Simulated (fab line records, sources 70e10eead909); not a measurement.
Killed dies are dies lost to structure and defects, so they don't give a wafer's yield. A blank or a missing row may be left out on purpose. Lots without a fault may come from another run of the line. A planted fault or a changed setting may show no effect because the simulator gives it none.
fab line records | flow nand_harc
record lots=6 wafers=18 last_day=33
route steps=1302 shown A_CHANNEL_HOLE_D1@488 A_CHANNEL_FILL_D1@490 END@1302
lots that met no fault: from a run of the same line without faults
start_h: hours from the record's first day to the start of the lot's first wafer shown | wait_h: hours since the lot's step before | " the same as in the row above | L1.1+2: a row that stands for several wafers | - no value, or no start given | * or withheld: withheld | < > ~ a bound
route shown NAME@n: a module of which the file shows steps, and the number in the route of the first | usual: mean/standard deviation of fault-free wafers | same: alike in all rows | chamber/n: place in a boat | sites: the reading at each site | _std_site: their standard deviation | _edge_site: outer sites' mean less inner sites' | radius_mm: how far each site lies from the wafer's centre | mask NAME#n: copy n | behind: the tool/chamber that last shaped the wafer | hold: why the lot was held/for how many hours/how that ended | device: the transistor (n, p or np) that didn't switch | end of line: the same wafers' tests at the end of the route | a step without rows: its recipe alone | killed: dies lost to structure and defects at the first sort, not the wafer's yield | map: a wafer's dies, x killed, . not, _ none there
set.NAME: the setting as run; set.NAME@STEP: as run at that earlier step | model.NAME: the simulator's own value behind a step, which no gauge read
lots at some steps of the route; a table a step, a row a wafer
services: from which hour (start_h, from the record's first day; less than 0 if before it) a tool's chamber was out of use, for how many hours, and why
## steps
# step NHARC_A_CHANNEL_HOLE_D1_XSEM_31
# recipe landing_energy_ev=35000
# usual bot_cd_nm=75.4/1.9 bow_nm=8.63/0.23 tilt_deg=0.08/0.034
# columns lot.wafer tool chamber start_h wait_h bot_cd_nm bow_nm tilt_deg
L105.2 xsem-01 0 233.24 0.1 76.0 8.72 0.07
L105.4 " 0 " " 73.7 8.83 0.07
L105.5 " 0 " " 78.8 8.76 0.07
L106.3 xsem-01 0 237.27 0.1 75.0 8.76 0.16
L106.4 " 0 " " 75.7 8.81 0.16
L106.5 " 0 " " 75.8 8.75 0.16
L114.3 xsem-02 0 337.71 0.1 77.0 9.05 0.03
L114.4 " 0 " " 74.0 9.16 0.03
L114.5 " 0 " " 73.5 9.07 0.03
L117.1 xsem-01 0 345.38 0.1 76.6 8.48 0.08
L117.3 " 0 " " 74.8 8.45 0.07
L117.4 " 0 " " 77.1 8.55 0.07
L122.3 xsem-01 0 403.96 0.1 72.9 8.82 0.03
L122.4 " 0 " " 74.7 8.78 0.03
L122.6 " 0 " " 73.8 8.80 0.03
L123.1 xsem-01 0 416.10 0.1 73.8 8.33 0.06
L123.2 " 0 " " 76.5 8.40 0.06
L123.4 " 0 " " 76.7 8.33 0.06
# step NHARC_A_CHANNEL_HOLE_D1_INSPECT_40
# usual raw_defect_count=65/28
# columns lot.wafer tool chamber start_h wait_h raw_defect_count
L105.2 defect_inspect-02 - 233.35 - 65
L105.4 " - " " 55
L105.5 " - " " 62
L106.3 defect_inspect-02 - 237.37 - 34
L106.4 " - " " 66
L106.5 " - " " 35
L114.3 defect_inspect-01 - 337.80 - 92
L114.4 " - " " 78
L114.5 " - " " 108
L117.1 defect_inspect-01 - 345.48 - 29
L117.3 " - " " 28
L117.4 " - " " 37
L122.3 defect_inspect-02 - 404.06 - 42
L122.4 " - " " 21
L122.6 " - " " 56
L123.1 defect_inspect-02 - 416.20 - 23
L123.2 " - " " 31
L123.4 " - " " 29
# step NHARC_A_CHANNEL_FILL_D1_PRECLEAN_00
# recipe time_s=* temp_c=50 bath_age_min=0 chemistry=SC1
# step NHARC_A_CHANNEL_FILL_D1_SRD_01
# step NHARC_A_CHANNEL_FILL_D1_ALD_02
# recipe target_thk_a=60 pulse_time_s=10 ald_cycles=60 temp_c=300 material=SiO2
# step NHARC_A_CHANNEL_FILL_D1_ALD_03
# recipe target_thk_a=60 pulse_time_s=60 ald_cycles=58 temp_c=630 pressure_torr=2 material=SiNx
# step NHARC_A_CHANNEL_FILL_D1_ALD_14
# recipe target_thk_a=25 pulse_time_s=10 ald_cycles=25 temp_c=300 material=SiO2
# usual heater_power_w=439/57 precursor_pulse_height_rel=0.999/0.02
# columns lot.wafer tool chamber start_h wait_h heater_power_w precursor_pulse_height_rel
L105.4 ald_hk-02 2 241.04 0.1 440 1.015
L105.2 " 0 " " 414 1.018
L105.5 " 2 " " 429 1.016
L106.3 ald_hk-01 0 244.62 0.1 573 0.997
L106.4 " 1 " " 404 1.029
L106.5 " 3 " " 388 0.980
L114.3 ald_hk-02 1 345.28 0.3 423 1.021
L114.4 " 2 " " 445 0.988
L114.5 " 0 " " 410 0.988
L117.1 ald_hk-03 3 352.88 0.1 460 1.013
L117.3 " 0 " " 496 0.977
L117.4 " 1 " " 470 0.998
L122.3 ald_hk-02 0 411.30 0.0 409 0.979
L122.4 " 2 " " 422 0.993
L122.6 " 0 " " 405 0.978
L123.1 ald_hk-03 2 423.37 0.0 391 0.991
L123.4 " 3 " " 454 0.987
L123.2 " 1 " " 450 0.997
# step NHARC_A_CHANNEL_FILL_D1_ALD_15
# recipe target_thk_a=20 pulse_time_s=60 ald_cycles=19 temp_c=630 pressure_torr=2 material=SiNx
# usual precursor_pulse_height_rel=1.001/0.018
# columns lot.wafer tool chamber start_h wait_h precursor_pulse_height_rel
L105.2 ald_sin_batch-03 0 244.39 3.1 1.026
L105.4 " 0 " " 1.008
L105.5 " 0 " " 0.980
L106.3 ald_sin_batch-02 0 - - 0.991
L106.4 " 0 " " 1.033
L106.5 " 0 " " 0.990
L114.3 ald_sin_batch-02 0 - - 0.969
L114.4 " 0 " " 0.991
L114.5 " 0 " " 0.972
L117.1 ald_sin_batch-03 0 356.15 3.2 1.043
L117.3 " 0 " " 0.961
L117.4 " 0 " " 0.991
L122.3 ald_sin_batch-02 0 - - 1.030
L122.4 " 0 " " 1.035
L122.6 " 0 " " 0.970
L123.1 ald_sin_batch-03 0 - - 0.999
L123.2 " 0 " " 0.994
L123.4 " 0 " " 0.998
# step NHARC_A_CHANNEL_FILL_D1_ALD_16
# recipe target_thk_a=15 pulse_time_s=10 ald_cycles=15 temp_c=300 material=SiO2
# usual heater_power_w=442/53 precursor_pulse_height_rel=1.002/0.02
# columns lot.wafer tool chamber start_h wait_h heater_power_w precursor_pulse_height_rel
L105.4 ald_hk-03 1 246.51 0.1 464 0.995
L105.2 " 2 " " 381 0.992
L105.5 " 3 " " 444 0.993
L106.3 ald_hk-01 1 249.79 0.0 413 1.023
L106.4 " 3 " " 394 1.017
L106.5 " 2 " " 406 1.010
L114.4 ald_hk-02 0 350.41 0.0 406 0.980
L114.3 " 3 " " 450 1.017
L114.5 " 0 " " 416 0.996
L117.1 ald_hk-01 0 358.24 0.0 578 1.014
L117.3 " 1 " " 402 1.021
L117.4 " 2 " " 394 1.037
L122.4 ald_hk-02 2 416.47 0.0 401 1.007
L122.3 " 1 " " 433 0.991
L122.6 " 3 " " 432 0.971
L123.2 ald_hk-01 0 428.59 0.1 569 1.001
L123.4 " 1 " " 405 1.036
L123.1 " 2 " " 408 0.985
# step NHARC_A_CHANNEL_FILL_D1_ANNEAL_17
# recipe temp_c=850 time_s=1800
# step NHARC_A_CHANNEL_FILL_D1_CVD_18
# recipe target_thk_a=30 temp_c=550 material=poly-Si
# step NHARC_A_CHANNEL_FILL_D1_ETCHBACK_19
# recipe target_depth_a=50 time_s=1.7 hbr_flow_sccm=150 cl2_flow_sccm=50 rf_w=400 icp_w=400 bias_w=100 chemistry=HBr/Cl2
# step NHARC_A_CHANNEL_FILL_D1_ETCHBACK_20
# recipe target_depth_a=270 time_s=13.5 c4f8_flow_sccm=withheld o2_flow_sccm=8 ar_flow_sccm=withheld rf_w=600 bias_w=1500 chemistry=C4F8/O2/Ar
# usual oes_product_au=0.96/0.038 rf_fwd_power_W=586.5/2.6 rf_vpp_V=979/5.6
# columns lot.wafer tool chamber start_h wait_h oes_product_au rf_fwd_power_W rf_hours_counter_h rf_vpp_V
L106.4 rie_diel-01 2 260.50 - 1.00 584.9 2.6 979
L106.3 " 0 " " 1.01 589.6 2.8 975
L106.5 " 3 " " 1.00 586.7 - 970
L105.4 rie_diel-03 0 260.50 - 0.94 590.4 7.7 985
L105.2 " 1 " " 0.93 583.8 9.0 976
L105.5 " 0 " " 0.93 590.9 - 984
L114.3 rie_diel-03 3 362.65 - 1.11 681.5 3.1 989
L114.4 " 0 " " 1.01 588.6 4.5 984
L114.5 " 2 " " 0.98 586.9 - 977
L117.1 rie_diel-03 2 371.92 - 0.95 583.2 4.3 979
L117.4 " 3 " " 1.09 682.7 3.8 988
L117.3 " 1 " " 0.97 586.1 4.8 974
L122.3 rie_diel-11 0 428.94 - 0.93 582.3 9.6 974
L122.4 " 1 " " 0.91 588.9 9.8 977
L122.6 " 0 " " 0.92 584.0 - 974
L123.2 rie_diel-11 2 438.86 - 0.92 585.8 8.9 978
L123.1 " 3 " " 0.93 584.2 8.5 987
L123.4 " 0 " " 0.94 586.5 9.7 975
# step NHARC_A_CHANNEL_FILL_D1_STRIP_28
# recipe time_s=20 o2_flow_sccm=500 ar_flow_sccm=0 bias_w=0 chemistry=O2
# usual drypump_motor_current_A=5.7/0.31 oes_product_au=0.999/0.013 rf_vpp_V=57.9/0.9 showerhead_plenum_p_Torr=3.57/0.14 throttle_valve_pct=17.036/0.0094
# columns lot.wafer tool chamber start_h wait_h drypump_motor_current_A oes_product_au rf_hours_counter_h rf_vpp_V showerhead_plenum_p_Torr throttle_valve_pct
L106.4 rie_diel-01 2 260.59 0.1 5.8 1.003 2.6 57.0 3.55 17.031
L106.3 " 0 " " 5.2 1.009 2.8 57.4 3.48 17.040
L106.5 " 2 " " 5.7 0.999 - 57.3 3.55 17.051
L105.4 rie_diel-03 2 260.61 0.1 6.2 0.996 9.1 57.0 3.54 17.033
L105.2 " 1 " " 5.5 0.994 9.0 59.2 3.46 17.040
L105.5 " 3 " " 5.8 0.996 - 59.1 3.79 17.043
L114.3 rie_diel-03 2 362.72 0.1 6.2 0.984 3.9 57.1 3.54 17.028
L114.4 " 1 " " 5.4 0.992 4.5 57.4 3.46 17.025
L114.5 " 3 " " 5.8 1.005 - 58.9 3.79 17.035
L117.4 rie_diel-03 1 372.01 0.1 5.4 1.000 4.8 57.8 3.46 17.037
L117.1 " 3 " " 5.8 1.004 3.8 57.6 3.79 17.048
L117.3 " 0 " " 5.4 1.022 5.2 56.4 3.68 17.025
L122.3 rie_diel-11 1 429.03 0.1 6.1 0.983 9.8 58.4 3.49 17.036
L122.4 " 3 " " 5.3 0.980 8.4 57.8 3.72 17.035
L122.6 " 1 " " 6.1 0.980 - 57.8 3.49 17.044
L123.4 rie_diel-11 2 438.95 0.1 5.8 0.968 8.9 57.4 3.52 17.046
L123.2 " 3 " " 5.3 0.985 8.5 59.1 3.72 17.029
L123.1 " 0 " " 6.1 1.004 9.7 56.6 3.42 17.046
# step NHARC_END_SORT_01
# recipe temp_c=25
# usual killed_at_array=45/18 killed_at_other=0.9/1.3 killed_at_periphery=3.7/2.2 killed_dies=50/18 killed_open=3.2/1.9 killed_short=2.4/1.6
# same gross_dies=677
# columns lot.wafer tool chamber start_h wait_h killed_at_array killed_at_other killed_at_periphery killed_dies killed_open killed_short
L106.3 prober-01 0 597.50 3.1 14 4 1 19 1 1
L106.4 prober-01 0 598.30 3.4 26 5 5 36 4 4
L106.5 prober-01 0 599.11 3.7 21 4 1 26 7 3
L114.3 prober-02 0 713.13 3.1 55 0 2 57 4 2
L114.4 prober-02 0 713.94 3.4 64 0 2 66 5 2
L114.5 prober-02 0 714.75 3.7 55 0 6 61 3 3
# killed by level:class
L106.3 A_CHANNEL_HOLE_D2:chamber_film_flake=8 A_DECK1_JOINT:chamber_film_flake=4 THIN_TSV:chamber_film_flake=4 P_GATE:geometric_particle:short=1 A_CHANNEL_HOLE_D1:geometric_particle:open=1 A_CHANNEL_HOLE_D1:chamber_film_flake=1
L106.4 A_CHANNEL_HOLE_D2:chamber_film_flake=10 THIN_TSV:chamber_film_flake=5 A_CHANNEL_HOLE_D1:chamber_film_flake=4 A_ONON_D2:geometric_particle:short=2 P_GATE:chamber_film_flake=2 A_STAIRCASE:chamber_film_flake=2 A_CONTACT:chamber_film_flake=2 P_STI:geometric_particle:open=1
L106.5 A_CHANNEL_HOLE_D2:chamber_film_flake=8 THIN_TSV:chamber_film_flake=4 A_CHANNEL_HOLE_D1:geometric_particle:open=3 P_M0:geometric_particle:short=1 A_ONON_D1:geometric_particle:short=1 A_ONON_D1:geometric_particle:open=1 A_CHANNEL_FILL_D1:geometric_particle:short=1 A_DECK1_JOINT:geometric_particle:open=1
L114.3 A_CHANNEL_HOLE_D2:chamber_film_flake=28 A_CHANNEL_HOLE_D1:chamber_film_flake=13 A_CONTACT:chamber_film_flake=3 A_ONON_D2:geometric_particle:open=2 A_BLC:chamber_film_flake=2 A_SLIT:chamber_film_flake=2 P_GATE:geometric_particle:short=1 A_CHANNEL_HOLE_D2:geometric_particle:short=1
L114.4 A_CHANNEL_HOLE_D1:chamber_film_flake=33 A_CHANNEL_HOLE_D2:chamber_film_flake=10 A_SLIT:chamber_film_flake=4 A_CONTACT:chamber_film_flake=4 A_M1:geometric_particle:open=2 A_DECK1_JOINT:chamber_film_flake=2 A_STAIRCASE:chamber_film_flake=2 A_CHANNEL_FILL_D1:geometric_particle:short=1
L114.5 A_CHANNEL_HOLE_D2:chamber_film_flake=23 A_CHANNEL_HOLE_D1:chamber_film_flake=15 A_STAIRCASE:chamber_film_flake=4 P_STI:chamber_film_flake=3 A_WL_FILL:chamber_film_flake=3 A_CONTACT:chamber_film_flake=3 A_SLIT:chamber_film_flake=2 P_CONTACT:geometric_particle:short=1
## services
# columns tool chamber start_h hours kind
rie_diel-03 0 211.30 - clean
rie_diel-03 1 211.30 - clean
rie_diel-03 2 211.30 - clean
ald_hk-03 - 214.68 10.0 pm
ald_hk-02 - 216.81 0.7 repair
rie_diel-01 3 241.25 8.4 repair
rie_diel-03 - 250.18 1.0 repair
ald_sin_batch-02 - 266.00 26.0 pm
rie_diel-03 0 271.41 5.2 repair
rie_diel-11 - 275.31 9.0 pm
rie_diel-03 - 281.30 9.0 pm
ald_hk-01 - 296.17 10.0 pm
rie_diel-03 3 320.88 14.5 repair
rie_diel-11 2 325.45 2.1 repair
ald_hk-02 - 351.21 10.0 pm
ald_hk-01 - 355.66 0.7 repair
xsem-01 - 374.00 14.0 pm
rie_diel-01 2 378.22 4.1 repair
rie_diel-01 - 380.80 9.0 pm
rie_diel-03 1 390.29 5.9 repair
ald_hk-03 - 392.68 10.0 pm
rie_diel-03 2 393.29 4.2 repair
rie_diel-01 - 395.79 0.6 repair
rie_diel-11 1 418.85 7.8 repair
## key
first_sign step=NHARC_A_CHANNEL_FILL_D1_ETCHBACK_20 reading=rf_fwd_power_W direction=up sigmas=37 usual=* struck=*
effect step=NHARC_A_CHANNEL_FILL_D1_ETCHBACK_20 reading=oes_product_au direction=up sigmas=3.6 usual=0.96 struck=1.10
met_at NHARC_A_CHANNEL_FILL_D1_ETCHBACK_20
struck_wafers L114.3,L117.4
tester_left_out L114,L117
fault kind=process_parameter_drift tool=rie_diel-03 chamber=3 onset_h=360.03 steps=NHARC_A_CHANNEL_FILL_D1_ETCHBACK_20 channel=rf_w offset=* shape=step end_h=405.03 acts_in=* stated=*
# tester_left_out: of these lots the tester's yield and bins aren't shown, on N5 and GAA mostly nor the transistor test; their killed dies are dies lost to structure and defects alone, not to doping, threshold or leakage, so they don't give the yield
